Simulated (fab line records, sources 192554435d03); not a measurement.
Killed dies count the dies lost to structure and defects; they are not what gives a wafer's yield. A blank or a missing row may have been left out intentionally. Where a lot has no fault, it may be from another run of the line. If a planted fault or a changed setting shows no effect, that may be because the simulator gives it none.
The tool behind it: which one? + flow n5 finfet + 24 lots with 72 wafers sampled at 5 steps, on a route of 1938 steps

== WHAT EACH GAUGE READ, for each wafer ==
N5_BEOL_M6_OCD_MEAS_38.
| lot  | measured     | on     | trench depth nm (nm) |
|------|--------------|--------|----------------------|
| L074 | day 10 04:53 | ocd-01 | 93.5 93.7 93.1       |
| L075 | day 10 05:20 | ocd-02 | 92.5 94.7 93.4       |
| L076 | day 10 08:17 | ocd-02 | 95.9 93.2 95.3       |
| L077 | day 10 16:05 | ocd-01 | 92.3 94.0 92.1       |
| L078 | day 10 21:58 | ocd-02 | 93.9 95.6 91.5       |
| L080 | day 11 14:22 | ocd-02 | 94.1 92.1 94.2       |
| L079 | day 11 17:35 | ocd-02 | 93.7 92.9 93.4       |
| L081 | day 11 18:07 | ocd-01 | 93.6 95.7 93.7       |
| L082 | day 11 23:09 | ocd-02 | 93.8 96.8 95.3       |
| L083 | day 12 03:17 | ocd-02 | 94.8 92.7 95.2       |
| L084 | day 12 05:58 | ocd-02 | 92.9 95.2 93.3       |
| L087 | day 12 19:28 | ocd-01 | 95.1 96.7 96.2       |
| L085 | day 13 06:26 | ocd-01 | 95.9 95.5 95.5       |
| L086 | day 13 09:23 | ocd-02 | 97.8 92.1 94.2       |
| L089 | day 13 16:27 | ocd-01 | 92.8 94.6 92.1       |
| L091 | day 13 22:12 | ocd-01 | 92.6 92.9 92.9       |
| L088 | day 13 22:38 | ocd-01 | 95.6 95.5 95.8       |
| L092 | day 13 23:22 | ocd-01 | 91.6 92.3 92.5       |
| L090 | day 14 12:04 | ocd-02 | 93.2 92.7 94.3       |
| L093 | day 14 23:45 | ocd-01 | 93.4 94.7 92.4       |
| L095 | day 15 00:13 | ocd-01 | 96.6 93.7 93.6       |
| L094 | day 15 09:34 | ocd-01 | 96.7 94.0 96.8       |
| L096 | day 16 05:23 | ocd-02 | 95.9 93.4 93.7       |
| L097 | day 16 05:40 | ocd-01 | 92.3 94.8 93.8       |

N5_BEOL_M6_CD_MEAS_35: target cd 40 nm, target cd y 28 nm.
| lot  | measured     | on        | cd nm (nm)     |
|------|--------------|-----------|----------------|
| L074 | day 10 05:02 | cd sem-02 | 40.3 39.3 39.5 |
| L075 | day 10 05:35 | cd sem-01 | 39.3 40.4 39.6 |
| L076 | day 10 08:26 | cd sem-02 | 39.4 40.2 40.3 |
| L077 | day 10 16:14 | cd sem-01 | 39.6 40.1 39.3 |
| L078 | day 10 22:13 | cd sem-03 | 39.2 39.5 39.8 |
| L080 | day 11 14:31 | cd sem-03 | 39.1 38.5 39.9 |
| L079 | day 11 17:50 | cd sem-02 | 39.9 40.6 40.1 |
| L081 | day 11 18:16 | cd sem-02 | 39.9 40.1 40.0 |
| L082 | day 11 23:19 | cd sem-01 | 38.6 39.6 39.5 |
| L083 | day 12 03:26 | cd sem-02 | 38.7 38.3 38.2 |
| L084 | day 12 06:07 | cd sem-01 | 39.2 39.9 40.0 |
| L087 | day 12 19:38 | cd sem-01 | 41.7 40.9 39.5 |
| L085 | day 13 06:35 | cd sem-03 | 40.0 40.5 38.9 |
| L086 | day 13 09:38 | cd sem-03 | 40.8 40.5 39.9 |
| L089 | day 13 16:36 | cd sem-02 | 39.6 39.1 39.5 |
| L091 | day 13 22:22 | cd sem-03 | 40.3 39.6 39.7 |
| L088 | day 13 22:53 | cd sem-02 | 39.7 39.9 40.0 |
| L092 | day 13 23:31 | cd sem-01 | 39.8 40.2 40.3 |
| L090 | day 14 12:14 | cd sem-01 | 40.1 40.1 40.2 |
| L093 | day 14 23:54 | cd sem-02 | 40.5 40.5 39.7 |
| L095 | day 15 00:22 | cd sem-02 | 40.2 39.6 39.6 |
| L094 | day 15 09:44 | cd sem-03 | 39.3 39.4 39.5 |
| L096 | day 16 05:34 | cd sem-03 | 38.4 39.2 39.5 |
| L097 | day 16 05:50 | cd sem-02 | 39.8 39.2 39.5 |

N5_BEOL_M7_OVL_MEAS_29.
| lot  | measured     | on         | V6_OVL (nm)    |
|------|--------------|------------|----------------|
| L074 | day 10 11:08 | overlay-01 | 1.4 1.1 -0.6   |
| L075 | day 10 15:16 | overlay-02 | 0.3 -0.1 -0.3  |
| L076 | day 10 15:19 | overlay-01 | 0.3 -0.5 0.8   |
| L077 | day 11 00:20 | overlay-01 | 0.4 0.8 0.3    |
| L078 | day 11 06:58 | overlay-01 | 0.4 0.3 0.3    |
| L080 | day 11 22:10 | overlay-02 | -0.3 0.1 0.4   |
| L079 | day 11 23:54 | overlay-02 | -0.6 -0.6 -0.3 |
| L081 | day 12 02:28 | overlay-02 | 1.4 -0.1 0.7   |
| L082 | day 12 11:58 | overlay-02 | 0.4 0.5 0.5    |
| L083 | day 12 12:01 | overlay-01 | 0.4 -0.1 1.0   |
| L084 | day 12 15:41 | overlay-01 | -0.3 0.9 0.1   |
| L087 | day 13 05:52 | overlay-01 | 0.1 0.5 0.3    |
| L085 | day 13 15:22 | overlay-01 | -0.9 -0.9 -0.3 |
| L086 | day 13 21:04 | overlay-02 | 0.1 0.0 1.0    |
| L089 | day 13 22:49 | overlay-01 | -0.1 0.3 0.8   |
| L091 | day 14 04:20 | overlay-01 | 0.8 0.5 0.9    |
| L088 | day 14 04:36 | overlay-01 | 0.1 0.1 0.6    |
| L092 | day 14 06:31 | overlay-02 | -0.6 0.5 -0.7  |
| L090 | day 14 20:58 | overlay-01 | 1.4 -0.3 0.5   |
| L093 | day 15 08:57 | overlay-01 | 0.5 0.6 1.2    |
| L095 | day 15 08:40 | overlay-01 | -0.9 0.3 0.2   |
| L094 | day 15 18:23 | overlay-02 | 0.6 0.5 1.2    |
| L096 | day 16 18:13 | overlay-02 | 0.2 1.6 0.6    |
| L097 | day 16 18:10 | overlay-01 | -0.4 -0.2 0.1  |

== EACH LOT AND THE TOOL THAT RAN IT (in order: tool; ch and the chambers of the sampled wafers; start) ==
| lot  | N5_BEOL_M7_DESCUM_16               | N5_BEOL_M7_STRIP_19                |
|------|------------------------------------|------------------------------------|
| L074 | rie diel-01 ch 2,3, day 10 09:39   | rie diel-03 ch 0,1,2, day 10 10:15 |
| L075 | rie diel-03 ch 0,2, day 10 12:22   | rie diel-04 ch 0,1, day 10 12:45   |
| L076 | rie diel-01 ch 0,3, day 10 12:46   | rie diel-03 ch 0,1,2, day 10 13:09 |
| L077 | rie diel-04 ch 1,3, day 10 22:58   | rie diel-03 ch 1,3, day 10 23:21   |
| L078 | rie diel-03 ch 0,2,3, day 11 05:18 | rie diel-03 ch 0,1,3, day 11 05:41 |
| L080 | rie diel-04 ch 1,2, day 11 21:19   | rie diel-04 ch 1,2,3, day 11 21:42 |
| L079 | rie diel-03 ch 0,1,2, day 11 23:06 | rie diel-03 ch 0,2, day 11 23:29   |
| L081 | rie diel-04 ch 0,1, day 12 00:19   | rie diel-03 ch 1,2,3, day 12 00:46 |
| L082 | rie diel-01 ch 1,2,3, day 12 07:58 | rie diel-01 ch 2,3, day 12 08:28   |
| L083 | rie diel-04 ch 0,2,3, day 12 08:18 | rie diel-03 ch 0,1,3, day 12 08:41 |
| L084 | rie diel-01 ch 1,2,3, day 12 13:20 | rie diel-04 ch 1,2,3, day 12 13:43 |
| L087 | rie diel-03 ch 0,3, day 13 03:17   | rie diel-03 ch 2,3, day 13 03:40   |
| L085 | rie diel-01 ch 1,3, day 13 12:14   | rie diel-04 ch 0,1,3, day 13 12:44 |
| L086 | rie diel-01 ch 2,3, day 13 16:26   | rie diel-03 ch 0,2, day 13 16:55   |
| L089 | rie diel-01 ch 1,3, day 13 21:35   | rie diel-04 ch 1,3, day 13 22:01   |
| L091 | rie diel-01 ch 1,3, day 14 03:16   | rie diel-01 ch 0,1, day 14 03:47   |
| L088 | rie diel-01 ch 0,1,3, day 14 03:31 | rie diel-01 ch 1,2,3, day 14 04:04 |
| L092 | rie diel-03 ch 0,1,3, day 14 04:35 | rie diel-01 ch 1,2,3, day 14 05:00 |
| L090 | rie diel-04 ch 2,3, day 14 18:47   | rie diel-03 ch 0,2,3, day 14 19:11 |
| L093 | rie diel-03 ch 1,3, day 15 06:50   | rie diel-04 ch 1,3, day 15 07:15   |
| L095 | rie diel-01 ch 0,1,3, day 15 06:54 | rie diel-04 ch 0,1, day 15 07:17   |
| L094 | rie diel-03 ch 0,1, day 15 17:26   | rie diel-04 ch 0,2,3, day 15 17:49 |
| L096 | rie diel-03 ch 1,2,3, day 16 14:16 | rie diel-03 ch 1,2,3, day 16 14:47 |
| L097 | rie diel-03 ch 0,2, day 16 14:00   | rie diel-04 ch 0,1,2, day 16 14:30 |
- N5_BEOL_M7_DESCUM_16: chemistry O2, time 7.9 s.
- N5_BEOL_M7_STRIP_19: strips in O2.

== AS READ BY THE TOOLS THEMSELVES (means over the sampled wafers that have a number; for cases with no such wafer, the mark the record gives instead) ==
N5_BEOL_M7_DESCUM_16.
| lot  | tool        | drypump motor current A (A) | oes product au (a.u.) | rf vpp V (V) | showerhead plenum p Torr (Torr) | throttle valve pct (%) |
|------|-------------|-----------------------------|-----------------------|--------------|---------------------------------|------------------------|
| L074 | rie diel-01 | 5.9                         | 0.75                  | 244.4        | 2.16                            | 20.43                  |
| L075 | rie diel-03 | 4.8                         | 0.74                  | 244.2        | 2.15                            | 20.88                  |
| L076 | rie diel-01 | 6.2                         | 0.80                  | 244.0        | 2.14                            | 20.18                  |
| L077 | rie diel-04 | 6.0                         | 0.75                  | 242.2        | 2.04                            | 20.58                  |
| L078 | rie diel-03 | 5.4                         | 0.76                  | 243.9        | 2.10                            | 20.74                  |
| L080 | rie diel-04 | 5.8                         | 0.82                  | 242.3        | 2.02                            | 20.58                  |
| L079 | rie diel-03 | 5.3                         | 0.72                  | 244.1        | 2.15                            | 20.85                  |
| L081 | rie diel-04 | 6.0                         | 0.71                  | 243.7        | 2.10                            | 20.46                  |
| L082 | rie diel-01 | 6.0                         | 0.71                  | 242.9        | 2.10                            | 20.48                  |
| L083 | rie diel-04 | 5.7                         | 0.77                  | 244.1        | 2.09                            | 20.35                  |
| L084 | rie diel-01 | 6.1                         | 0.72                  | 243.1        | 2.10                            | 20.47                  |
| L087 | rie diel-03 | 5.5                         | 0.74                  | 242.5        | 2.07                            | 20.74                  |
| L085 | rie diel-01 | 6.2                         | 0.70                  | 242.3        | 2.04                            | 20.51                  |
| L086 | rie diel-01 | 5.9                         | 0.72                  | 244.4        | 2.15                            | 20.48                  |
| L089 | rie diel-01 | 6.2                         | 0.70                  | 242.5        | 2.04                            | 20.52                  |
| L091 | rie diel-01 | 6.2                         | 0.71                  | 243.4        | 2.10                            | 20.42                  |
| L088 | rie diel-01 | 6.2                         | 0.75                  | 241.8        | 2.06                            | 20.32                  |
| L092 | rie diel-03 | 5.8                         | 0.72                  | 242.8        | 2.10                            | 20.71                  |
| L090 | rie diel-04 | 5.4                         | 0.82                  | 242.4        | 2.04                            | 20.36                  |
| L093 | rie diel-03 | 6.3                         | 0.75                  | 241.6        | 2.08                            | 20.57                  |
| L095 | rie diel-01 | 6.2                         | 0.76                  | 242.3        | 2.06                            | 20.33                  |
| L094 | rie diel-03 | 5.4                         | 0.69                  | 243.4        | 2.11                            | 20.86                  |
| L096 | rie diel-03 | 5.7                         | 0.73                  | 243.5        | 2.12                            | 20.75                  |
| L097 | rie diel-03 | 4.9                         | 0.69                  | 244.0        | 2.11                            | 20.93                  |

N5_BEOL_M7_STRIP_19.
| lot  | tool        | drypump motor current A (A) | oes product au (a.u.) | rf vpp V (V) | showerhead plenum p Torr (Torr) | throttle valve pct (%) |
|------|-------------|-----------------------------|-----------------------|--------------|---------------------------------|------------------------|
| L074 | rie diel-03 | 5.3                         | 0.74                  | 3.4          | 2.16                            | 17.05                  |
| L075 | rie diel-04 | 6.0                         | 0.75                  | 4.2          | 2.06                            | 16.83                  |
| L076 | rie diel-03 | 5.3                         | 0.73                  | 3.8          | 2.16                            | 17.02                  |
| L077 | rie diel-03 | 6.2                         | 0.76                  | 3.7          | 2.13                            | 16.88                  |
| L078 | rie diel-03 | 5.8                         | 0.75                  | 3.9          | 2.11                            | 16.90                  |
| L080 | rie diel-04 | 5.8                         | 0.80                  | 3.5          | 2.04                            | 16.75                  |
| L079 | rie diel-03 | 4.8                         | 0.73                  | 3.6          | 2.15                            | 17.10                  |
| L081 | rie diel-03 | 5.7                         | 0.75                  | 3.0          | 2.13                            | 16.91                  |
| L082 | rie diel-01 | 6.0                         | 0.73                  | 3.6          | 2.17                            | 16.63                  |
| L083 | rie diel-03 | 5.8                         | 0.75                  | 3.6          | 2.10                            | 16.90                  |
| L084 | rie diel-04 | 5.8                         | 0.79                  | 3.5          | 2.04                            | 16.74                  |
| L087 | rie diel-03 | 5.9                         | 0.79                  | 3.2          | 2.09                            | 16.82                  |
| L085 | rie diel-04 | 6.0                         | 0.72                  | 3.3          | 2.07                            | 16.82                  |
| L086 | rie diel-03 | 4.9                         | 0.72                  | 4.0          | 2.12                            | 17.10                  |
| L089 | rie diel-04 | 6.0                         | 0.75                  | 3.6          | 2.02                            | 16.96                  |
| L091 | rie diel-01 | 6.2                         | 0.80                  | 3.8          | 2.02                            | 16.48                  |
| L088 | rie diel-01 | 6.0                         | 0.71                  | 3.3          | 2.10                            | 16.76                  |
| L092 | rie diel-01 | 6.0                         | 0.71                  | 4.0          | 2.09                            | 16.77                  |
| L090 | rie diel-03 | 5.4                         | 0.74                  | 3.1          | 2.10                            | 16.98                  |
| L093 | rie diel-04 | 6.0                         | 0.73                  | 3.5          | 2.02                            | 16.97                  |
| L095 | rie diel-04 | 6.0                         | 0.83                  | 3.7          | 2.05                            | 16.73                  |
| L094 | rie diel-04 | 5.7                         | 0.84                  | 3.1          | 2.08                            | 16.48                  |
| L096 | rie diel-03 | 5.7                         | 0.73                  | 3.8          | 2.12                            | 16.98                  |
| L097 | rie diel-04 | 5.7                         | 0.85                  | 3.4          | 2.06                            | 16.53                  |

== THE ANSWER, worked out from the rows above alone ==
Rule: the lots themselves supply what counts as usual. The widest of any qualifying gaps counts: lots, ordered by their means at a reading, are off when they make up no more than a third of the lots, leave a main group of 4 or more, and stand apart from it by 3 or more times the standard deviation of that group's means. A main group is skipped when, at the precision printed for the reading in the tables above, its means are all equal. Also off: a lot with no number at a reading for which 4 or more lots have one. All remaining lots with rows at the step are treated as sound. The gauges are gone through in route order, then the tools' own readings, and for those a lot's mean is taken as printed above. The first step at which some lot is off is used, and at that step the reading that is off furthest; a lot without a number counts as furthest.
No lot is off on any of the readings shown, so nothing can be concluded from this.

== WHAT THE SIMULATOR PUT IN ==
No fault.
